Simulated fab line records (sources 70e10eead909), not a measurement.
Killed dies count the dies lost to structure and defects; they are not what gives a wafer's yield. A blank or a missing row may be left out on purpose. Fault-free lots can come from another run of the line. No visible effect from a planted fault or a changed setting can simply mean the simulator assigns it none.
Matching of chambers ; flow nandHarc ; NHARC_A_STAIRCASE_ETCH_23 on rieDiel-03 has 4 sister chambers
The step etches the open film in C4F8/O2, target depth 100 nm, time 40.5 s. 4 wafers are shown with their chamber, then 6 later ones without.

WAFERS, EACH WITH ITS CHAMBER
wafer;chamber;runLengthS (s)
L344.3;0;61.5
L355.1;3;62.4
L355.2;1;61.8
L355.5;2;62.4

WAFERS WITH NO CHAMBER GIVEN
wafer;runLengthS (s)
L359.1;62.2
L359.3;61.7
L359.6;62.7
L360.2;61.7
L360.4;62.6
L360.6;62.5

THE CHAMBER EACH PASSED THROUGH
wafer;from the rows above;in truth
L359.1;can't be placed: 2 or 3 or 1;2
L359.3;can't be placed: 1 or 0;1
L359.6;can't be placed: 2 or 3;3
L360.2;can't be placed: 1 or 0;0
L360.4;can't be placed: 2 or 3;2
L360.6;can't be placed: 2 or 3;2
Correct placement for 0 of the 6. From these rows, 6 cannot be placed; in 6 the true chamber is one of the candidates. Wrongly placed: 0.
How it was worked out, from the rows above alone: a wafer's distance from a chamber is the root of the sum, over the readings, of the square of ((its reading less the chamber's mean) divided by the reading's scatter). If the next closest chamber is less than 2 further off than the closest, the wafer can't be placed; otherwise it belongs to the closest. For every chamber, the mean is computed from those of its wafers that are shown. The scatter: root of mean squared gap, hidden wafer to nearest shown wafer, with one shown wafer a chamber.
